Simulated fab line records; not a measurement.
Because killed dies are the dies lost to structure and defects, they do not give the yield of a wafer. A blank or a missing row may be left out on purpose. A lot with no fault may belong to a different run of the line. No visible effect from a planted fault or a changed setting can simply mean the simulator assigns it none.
Matching of chambers :: flow n5 finfet :: 3 sister chambers for N5_BEOL_M15_DESCUM_15 on rie diel-05
The step chemistry O2, time 7.9 s. 18 wafers are shown with their chamber, then 7 later ones without.

## WAFERS PAIRED WITH THEIR CHAMBERS
wafer: L074.1
chamber: 1
drypump motor current A (A): 5.1
throttle valve pct (%): 20.62
oes product au (a.u.): 0.68

wafer: L074.2
chamber: 2
drypump motor current A (A): 6.4
throttle valve pct (%): 20.41
oes product au (a.u.): 0.72

wafer: L074.5
chamber: 1
drypump motor current A (A): 5.1
throttle valve pct (%): 20.61
oes product au (a.u.): 0.69

wafer: L075.3
chamber: 2
drypump motor current A (A): 6.3
throttle valve pct (%): 20.41
oes product au (a.u.): 0.72

wafer: L075.4
chamber: 0
drypump motor current A (A): 5.3
throttle valve pct (%): 20.22
oes product au (a.u.): 0.76

wafer: L075.5
chamber: 1
drypump motor current A (A): 5.1
throttle valve pct (%): 20.62
oes product au (a.u.): 0.70

wafer: L077.3
chamber: 2
drypump motor current A (A): 6.4
throttle valve pct (%): 20.42
oes product au (a.u.): 0.72

wafer: L077.4
chamber: 0
drypump motor current A (A): 5.3
throttle valve pct (%): 20.22
oes product au (a.u.): 0.75

wafer: L077.5
chamber: 0
drypump motor current A (A): 5.3
throttle valve pct (%): 20.22
oes product au (a.u.): 0.74

wafer: L080.2
chamber: 2
drypump motor current A (A): 6.4
throttle valve pct (%): 20.43
oes product au (a.u.): 0.71

wafer: L080.3
chamber: 2
drypump motor current A (A): 6.4
throttle valve pct (%): 20.42
oes product au (a.u.): 0.70

wafer: L080.4
chamber: 0
drypump motor current A (A): 5.3
throttle valve pct (%): 20.22
oes product au (a.u.): 0.74

wafer: L083.2
chamber: 0
drypump motor current A (A): 5.3
throttle valve pct (%): 20.25
oes product au (a.u.): 0.73

wafer: L083.3
chamber: 1
drypump motor current A (A): 5.1
throttle valve pct (%): 20.65
oes product au (a.u.): 0.69

wafer: L083.6
chamber: 2
drypump motor current A (A): 6.3
throttle valve pct (%): 20.42
oes product au (a.u.): 0.71

wafer: L084.3
chamber: 2
drypump motor current A (A): 6.4
throttle valve pct (%): 20.44
oes product au (a.u.): 0.69

wafer: L084.5
chamber: 1
drypump motor current A (A): 5.1
throttle valve pct (%): 20.63
oes product au (a.u.): 0.68

wafer: L084.6
chamber: 2
drypump motor current A (A): 6.3
throttle valve pct (%): 20.43
oes product au (a.u.): 0.70

SIGNATURES (means of the wafers above)
reading: drypump motor current A
chamber 0: 5.300
chamber 1: 5.100
chamber 2: 6.362
scatter within a chamber: 0.0354

reading: throttle valve pct
chamber 0: 20.2260
chamber 1: 20.6260
chamber 2: 20.4225
scatter within a chamber: 0.0126

reading: oes product au
chamber 0: 0.7440
chamber 1: 0.6880
chamber 2: 0.7087
scatter within a chamber: 0.0106
Rule: for a wafer and a chamber, the distance is found by dividing, reading by reading, the gap between the wafer's reading and the chamber's mean by the reading's scatter, squaring, summing and taking the root. If the next closest chamber is less than 2 further off than the closest, the wafer can't be placed; otherwise it belongs to the closest. How the scatter is found: for the shown wafers, subtract from each reading the mean of its chamber, square and add these, divide the total by (wafers less chambers), then take the root.

## WAFERS WHOSE CHAMBER IS MISSING
wafer: L088.1
drypump motor current A (A): 6.3
throttle valve pct (%): 20.43
oes product au (a.u.): 0.70

wafer: L088.2
drypump motor current A (A): 5.1
throttle valve pct (%): 20.65
oes product au (a.u.): 0.68

wafer: L088.5
drypump motor current A (A): 5.1
throttle valve pct (%): 20.66
oes product au (a.u.): 0.68

wafer: L092.2
drypump motor current A (A): 6.3
throttle valve pct (%): 19.95
oes product au (a.u.): 0.97

wafer: L092.5
drypump motor current A (A): 5.3
throttle valve pct (%): 20.27
oes product au (a.u.): 0.71

wafer: L094.2
drypump motor current A (A): 5.3
throttle valve pct (%): 20.27
oes product au (a.u.): 0.71

wafer: L094.3
drypump motor current A (A): 6.3
throttle valve pct (%): 19.97
oes product au (a.u.): 0.95

## EACH ONE'S CHAMBER
wafer: L088.1
from the rows above: 2
in truth: 2

wafer: L088.2
from the rows above: 1
in truth: 1

wafer: L088.5
from the rows above: 1
in truth: 1

wafer: L092.2
from the rows above: 0
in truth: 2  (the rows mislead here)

wafer: L092.5
from the rows above: 0
in truth: 0

wafer: L094.2
from the rows above: 0
in truth: 0

wafer: L094.3
from the rows above: 0
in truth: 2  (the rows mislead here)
Placed correctly: 5 of 7. Can't be placed from these rows: 0. Placed wrongly: 2.
